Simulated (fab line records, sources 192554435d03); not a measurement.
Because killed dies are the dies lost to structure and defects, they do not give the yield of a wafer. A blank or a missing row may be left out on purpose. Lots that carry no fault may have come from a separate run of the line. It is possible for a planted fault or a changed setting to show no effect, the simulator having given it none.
Check for tools in common | flow n5 finfet | 30 wafers sampled across 10 lots

WHY IT WAS OPENED
On 2 of the 10 lots, a flag is raised at N5_STI_FIN_REVEAL_INSPECT_13 on the reading raw defect count. Fault-free wafers read 12, with a standard deviation of 5.2.
Rule: a lot gets a flag if all its wafers with a number sit over 4 standard deviations from that mean, or if no wafer of it has a number. As for the other lots, they are considered sound.

lot  | measured    | on                | raw defect count, wafer by wafer | flag
L289 | day 2 14:11 | defect inspect-01 | 7 14 9                           |
L290 | day 2 19:46 | defect inspect-01 | 11 18 14                         |
L292 | day 3 07:02 | defect inspect-01 | 17 15 9                          |
L294 | day 3 20:41 | defect inspect-01 | 4 7 10                           |
L295 | day 4 02:23 | defect inspect-02 | 2 21 20                          |
L296 | day 4 08:23 | defect inspect-01 | 7 13 15                          |
L301 | day 5 13:07 | defect inspect-01 | 15 11 8                          |
L302 | day 5 20:02 | defect inspect-01 | 14 7 24                          |
L303 | day 6 05:04 | defect inspect-01 | 403 401 418                      | FLAGGED
L307 | day 7 04:06 | defect inspect-01 | 385 389 423                      | FLAGGED
The mean of the flagged lots' numbers is 403, +391 from the usual (+75 standard deviations).

EACH LOT AND THE TOOL IT RAN ON
The record holds 3 process steps before the reading, out of a route of 1938 steps. Cell contents, in order: the tool; ch with the chambers the sampled wafers went through; the start.
lot  | flag    | N5_FIN_CUT_CUT_ETCH_28          | N5_STI_FIN_REVEAL_DENSIFY_30    | N5_STI_FIN_REVEAL_STRIP_16
L289 |         | rie si-03 ch 0,1,3, day 2 05:10 | rtp anneal-01 ch 0, day 2 10:56 | wet bench-06 ch 0,5,7, day 2 13:01
L290 |         | rie si-05 ch 1,2,3, day 2 10:29 | rtp anneal-02 ch 0, day 2 16:25 | wet bench-03 ch 0,3,4, day 2 18:35
L292 |         | rie si-03 ch 1,2, day 2 21:33   | rtp anneal-02 ch 0, day 3 03:50 | wet bench-06 ch 0,6,7, day 3 05:52
L294 |         | rie si-03 ch 0,1,3, day 3 11:46 | rtp anneal-01 ch 0, day 3 17:26 | wet bench-03 ch 0,3,6, day 3 19:31
L295 |         | rie si-03 ch 0,3, day 3 16:39   | rtp anneal-02 ch 0, day 3 22:22 | wet bench-03 ch 2,4,5, day 4 01:13
L296 |         | rie si-03 ch 1,2, day 3 22:56   | rtp anneal-01 ch 0, day 4 05:08 | wet bench-05 ch 0,4,7, day 4 07:11
L301 |         | rie si-03 ch 0,1,2, day 5 04:02 | rtp anneal-01 ch 0, day 5 09:45 | wet bench-06 ch 2,5,7, day 5 11:52
L302 |         | rie si-01 ch 1,2,3, day 5 10:38 | rtp anneal-02 ch 0, day 5 16:22 | wet bench-06 ch 0,4,5, day 5 18:28
L303 | FLAGGED | rie si-01 ch 0,1,2, day 5 20:02 | rtp anneal-02 ch 0, day 6 01:47 | wet bench-06 ch 4,5,7, day 6 03:52
L307 | FLAGGED | rie si-01 ch 0,1,2, day 6 18:45 | rtp anneal-02 ch 0, day 7 00:30 | wet bench-06 ch 1,5,6, day 7 02:34
What is done by these steps:
- N5_FIN_CUT_CUT_ETCH_28: etches Si in HBr/Cl2/O2, target depth 6 nm, time 2.4 s.
- N5_STI_FIN_REVEAL_DENSIFY_30
- N5_STI_FIN_REVEAL_STRIP_16: strips SiNx in H3PO4, target depth 23.8 nm.
- N5_STI_FIN_REVEAL_INSPECT_13: inspects for defects (darkfield).

FLAGGED OVER TOTAL, TOOL BY TOOL (the gauges that took the reading come last)
step                         | tool              | lots run | flagged | share of the flagged lots | sound lots run after its first flagged lot
N5_FIN_CUT_CUT_ETCH_28       | rie si-01         | 3        | 2       | all                       | 0
N5_FIN_CUT_CUT_ETCH_28       | rie si-03         | 6        | 0       | none                      | -
N5_FIN_CUT_CUT_ETCH_28       | rie si-05         | 1        | 0       | none                      | -
N5_STI_FIN_REVEAL_DENSIFY_30 | rtp anneal-01     | 4        | 0       | none                      | -
N5_STI_FIN_REVEAL_DENSIFY_30 | rtp anneal-02     | 6        | 2       | all                       | 0
N5_STI_FIN_REVEAL_STRIP_16   | wet bench-03      | 3        | 0       | none                      | -
N5_STI_FIN_REVEAL_STRIP_16   | wet bench-05      | 1        | 0       | none                      | -
N5_STI_FIN_REVEAL_STRIP_16   | wet bench-06      | 6        | 2       | all                       | 0
N5_STI_FIN_REVEAL_INSPECT_13 | defect inspect-01 | 9        | 2       | all                       | 0
N5_STI_FIN_REVEAL_INSPECT_13 | defect inspect-02 | 1        | 0       | none                      | -

WHAT THE TABLE ALLOWS
4 rows of the table ran every flagged lot: rie si-01 at N5_FIN_CUT_CUT_ETCH_28, rtp anneal-02 at N5_STI_FIN_REVEAL_DENSIFY_30, wet bench-06 at N5_STI_FIN_REVEAL_STRIP_16, defect inspect-01 at N5_STI_FIN_REVEAL_INSPECT_13.
- rie si-01 at N5_FIN_CUT_CUT_ETCH_28 ran 3 lots, 2 of them flagged. It ran its last sound lot, L302, at day 5 10:38 and its first flagged lot, L303, at day 5 20:02: a fault with its onset between the two fits.
- rtp anneal-02 at N5_STI_FIN_REVEAL_DENSIFY_30 ran 6 lots, 2 of them flagged. It ran its last sound lot, L302, at day 5 16:22 and its first flagged lot, L303, at day 6 01:47: a fault with its onset between the two fits.
- wet bench-06 at N5_STI_FIN_REVEAL_STRIP_16 ran 6 lots, 2 of them flagged. It ran its last sound lot, L302, at day 5 18:28 and its first flagged lot, L303, at day 6 03:52: a fault with its onset between the two fits.
- defect inspect-01 at N5_STI_FIN_REVEAL_INSPECT_13 ran 9 lots, 2 of them flagged. It ran its last sound lot, L302, at day 5 20:02 and its first flagged lot, L303, at day 6 05:04: a fault with its onset between the two fits.
Because each of these 4 tools fits a fault that began at some hour, counting lots does not separate them. More lots, or a look at what each step does to the wafer, might.

WHAT WAS PUT IN BY THE SIMULATOR
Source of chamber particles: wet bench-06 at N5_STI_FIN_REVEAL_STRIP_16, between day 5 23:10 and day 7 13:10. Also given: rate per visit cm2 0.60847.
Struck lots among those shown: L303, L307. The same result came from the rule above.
